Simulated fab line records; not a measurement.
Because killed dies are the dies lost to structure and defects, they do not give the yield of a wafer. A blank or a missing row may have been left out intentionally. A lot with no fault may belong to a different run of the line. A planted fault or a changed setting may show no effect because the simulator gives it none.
Struck lot and sound lot, side by side	flow n5_finfet	25 out of 1938 route steps
Sound: wafers L932.3, L932.5, L932.6. Struck: wafers L940.1, L940.3, L940.5. At the end, the cause is stated.
Per side, at each step with rows, come the tool, then ch with its chambers, and then its first start. Under that, the readings that differ: sound wafers	struck wafers	difference of the means	sigmas: that difference in standard deviations of wafers without a fault.
alike: readings with means less than 2 such deviations apart, plus words and numbers identical on both sides. not compared: withheld readings, readings lacking a value on some wafer, bounds such as >300 that could conceal the same value, and numbers that have no deviation in the record and whose values overlap.
The two part at a step that has a row with sigmas, a row that says differs or no value, or rows on one side only. Non-overlapping numbers with no deviation appear without sigmas and do not part them. Lack of a reading on every wafer of one side parts them only where that side has two or more wafers.

N5_BEOL_M12_OVL_MEAS_11:
  sound on overlay-02 ch 0, day 11 03:38; struck on overlay-01 ch 0, day 13 22:22
  alike: V11_OVL
N5_BEOL_M12_INSPECT_12: inspects for defects (macro).
  sound on defect_inspect-01, day 11 03:40; struck on defect_inspect-01, day 13 22:24
  alike: raw_defect_count
N5_BEOL_M12_DESCUM_15: chemistry O2, time 7.9 s.
  sound on rie_diel-01 ch 0,1, day 11 03:49; struck on rie_diel-03 ch 0,1,3, day 13 22:26
  alike: drypump_motor_current_A, oes_product_au, rf_fwd_power_W, rf_vpp_V, showerhead_plenum_p_Torr, throttle_valve_pct
  not compared: rf_hours_counter_h
then, 1 step without rows for these wafers: N5_BEOL_M12_ETCH_59 (etches BARC in N2/H2, target depth 89 nm, overetch 26.7 nm, time 67.9 s).
N5_BEOL_M12_VIA_ETCH_16: etches SiOC in C4F8/O2/Ar, target depth 724.8 nm.
  sound on rie_diel-01 ch 0,1, day 11 03:54; struck on rie_diel-03 ch 0,1,3, day 13 22:31
  alike: drypump_motor_current_A, oes_product_au, rf_fwd_power_W, rf_vpp_V, showerhead_plenum_p_Torr, throttle_valve_pct
N5_BEOL_M12_STRIP_63: strips in N2/H2.
  sound on plasma_asher-02 ch 0,1, day 11 04:07; struck on plasma_asher-02 ch 0,1, day 13 22:43
  alike: drypump_motor_current_A, heater_power_w, oes_product_au, strip_time_to_endpoint_s
  not compared: rf_hours_counter_h
N5_BEOL_M12_STRIP_64: strips in N2/H2.
  sound on plasma_asher-02 ch 0,1, day 11 04:11; struck on plasma_asher-02 ch 0,1, day 13 22:47
  alike: drypump_motor_current_A, heater_power_w, oes_product_au, strip_time_to_endpoint_s
  not compared: rf_hours_counter_h
then, 2 steps without rows for these wafers: N5_BEOL_M12_STRIP_71 (strips in post etch residue remover, time 60 s); N5_BEOL_M12_SRD_72 (time 30 s, dry time 30 s).
N5_BEOL_M12_CD_MEAS_17: the cd target is 140 nm.
  sound on cd_sem-03, day 11 04:19; struck on cd_sem-03, day 13 22:56
reading	sound	struck	difference	sigmas
cd_nm (nm)	141.4 143.1 143.0	136.9 137.9 136.5	-5.4	-3
then, 2 steps without rows for these wafers: N5_BEOL_M12_COAT_65 (time 60 s, resist thk 300 nm); N5_BEOL_M12_COAT_66 (time 60 s, resist thk 110 nm).
N5_BEOL_M12_COAT_22: resist thk 300 nm.
  sound on litho_track-05 ch 0, day 11 04:21; struck on litho_track-05 ch 0, day 13 22:59
reading	sound	struck	difference	sigmas
spin_speed_rpm (rpm)	2887.6 2889.6 2887.0	2973.8 2973.4 2969.5	+84.2	+50
model.coat_of_BEOL_M12_COAT_22.thk_nm (nm)	299 300 299.2	296 295.4 295.8	-4	
then, 6 steps without rows for these wafers: N5_BEOL_M12_EBR_24; N5_BEOL_M12_SOFTBAKE_23 (time 60 s); N5_BEOL_M12_EXPOSE_25 (exposes mask M12); N5_BEOL_M12_PEB_26 (peb time 90 s); N5_BEOL_M12_DEVELOP_27 (develop time 45 s); N5_BEOL_M12_HARDBAKE_32 (time 120 s).
N5_BEOL_M12_CD_MEAS_28: the cd target is 160.2 nm.
  sound on cd_sem-01 ch 0, day 11 04:38; struck on cd_sem-03 ch 0, day 13 23:16
  alike: cd_nm
N5_BEOL_M12_OVL_MEAS_29:
  sound on overlay-01 ch 0, day 11 04:40; struck on overlay-01 ch 0, day 13 23:17
  alike: M12_OVL
N5_BEOL_M12_INSPECT_30: inspects for defects (macro).
  sound on defect_inspect-01, day 11 04:41; struck on defect_inspect-01, day 13 23:19
  alike: raw_defect_count
N5_BEOL_M12_DESCUM_33: chemistry O2, time 7.9 s.
  sound on rie_diel-01 ch 0,1,3, day 11 04:57; struck on rie_diel-06 ch 2,3, day 13 23:25
  alike: drypump_motor_current_A, oes_product_au, rf_fwd_power_W, rf_vpp_V, showerhead_plenum_p_Torr, throttle_valve_pct
  not compared: rf_hours_counter_h
N5_BEOL_M12_ETCH_67: etches SiARC in CF4, target depth 143 nm, time 238.3 s.
  sound on rie_diel-01 ch 0,1,3, day 11 04:59; struck on rie_diel-06 ch 2,3, day 13 23:27
reading	sound	struck	difference	sigmas
model.coat_of_BEOL_M12_COAT_22.thk_nm (nm)	210.2 211.4 211	207.4 206.8 207.6	-3.6	
  alike: cf4_flow_sccm, drypump_motor_current_A, etch_rf_on_time_s, oes_product_au, rf_fwd_power_W, rf_vpp_V, showerhead_plenum_p_Torr, throttle_valve_pct
  not compared: rf_hours_counter_h
then, 1 step without rows for these wafers: N5_BEOL_M12_ETCH_68 (etches SOC in N2/H2, time 285 s).

== WHERE THEY PART ==
Last at N5_BEOL_M12_COAT_22 as far as this record goes, first at N5_BEOL_M12_CD_MEAS_17. Later steps at which nothing parts them and some readings are alike: N5_BEOL_M12_CD_MEAS_28, N5_BEOL_M12_OVL_MEAS_29, N5_BEOL_M12_INSPECT_30, N5_BEOL_M12_DESCUM_33, N5_BEOL_M12_ETCH_67.

WHY: whatever the simulator had introduced
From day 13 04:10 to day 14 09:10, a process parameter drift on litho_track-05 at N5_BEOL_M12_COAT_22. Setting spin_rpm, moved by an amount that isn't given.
